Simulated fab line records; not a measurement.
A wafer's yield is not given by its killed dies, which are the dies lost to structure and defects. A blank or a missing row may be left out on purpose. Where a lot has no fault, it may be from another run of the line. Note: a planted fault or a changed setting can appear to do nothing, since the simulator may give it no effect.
Which tool was responsible? -- flow nand harc -- 6 lots, 18 wafers sampled, at 5 steps of a route of 1302

WHAT THE GAUGES SHOWED, per wafer
NHARC_END_SORT_01.
lot,measured,on,killed at other
L619,day 26 18:23,prober-01,0 0 2
L628,day 31 21:36,prober-01,1 1 0
L629,day 31 12:11,prober-01,1 3 3

TOOL THAT RAN EACH LOT (tool first, then ch and the chambers of the sampled wafers, then the start)
lot,NHARC_A_CHANNEL_HOLE_D2_STRIP_43,NHARC_A_M1_DEP_33,NHARC_A_BONDPAD_ETCH_34,NHARC_THIN_TSV_DESCUM_14
L616,"rie diel-07 ch 0,1,2, day 14 00:52","pecvd-04 ch 0,2, day 23 18:05","rie diel-12 ch 0,3, day 23 20:19","rie diel-09 ch 0,1, day 24 13:05"
L619,"rie diel-06 ch 0,3, day 15 17:02",-,-,-
L628,"rie diel-01 ch 0,3, day 19 17:52","pecvd-02 ch 0,1,2, day 29 21:40","rie diel-12 ch 0,3, day 29 23:37","rie diel-02 ch 2,3, day 30 18:46"
L629,"rie diel-01 ch 0,1, day 20 02:39","pecvd-04 ch 0,1, day 30 00:55","rie diel-03 ch 2,3, day 30 02:56","rie diel-09 ch 1,3, day 30 19:57"
L634,"rie diel-06 ch 0,1,2, day 21 18:20","pecvd-02 ch 1,2, day 31 00:39","rie diel-03 ch 0,2,3, day 31 02:37","rie diel-02 ch 0,1,2, day 31 18:45"
L637,"rie diel-01 ch 0,2,3, day 22 23:38","pecvd-03 ch 0,2, day 33 16:05","rie diel-03 ch 0,1, day 33 18:09","rie diel-04 ch 0,1,2, day 34 09:05"
- NHARC_A_CHANNEL_HOLE_D2_STRIP_43: strips in O2/COS.
- NHARC_A_M1_DEP_33: deposits SiCN, target thk 30 nm.
- NHARC_A_BONDPAD_ETCH_34: etches the open film in N2/H2, target depth 60 nm, overetch 18 nm, time 65.91 s.
- NHARC_THIN_TSV_DESCUM_14: chemistry O2, time 3 s.

THE ANSWER, worked out from the rows above alone
Rule: the lots themselves supply what counts as usual. The widest of any qualifying gaps counts: lots, ordered by their means at a reading, are off when they make up no more than a third of the lots, leave a main group of 4 or more, and stand apart from it by 3 or more times the standard deviation of that group's means. The tables above print the reading to a certain number of digits; a main group whose means all agree to those digits is not used. Also off: a lot with no number at a reading for which 4 or more lots have one. The other lots that the step has rows for count as sound.
Nothing can be told from this: no lot is off at any reading shown.

WHAT HAD BEEN PUT IN BY THE SIMULATOR
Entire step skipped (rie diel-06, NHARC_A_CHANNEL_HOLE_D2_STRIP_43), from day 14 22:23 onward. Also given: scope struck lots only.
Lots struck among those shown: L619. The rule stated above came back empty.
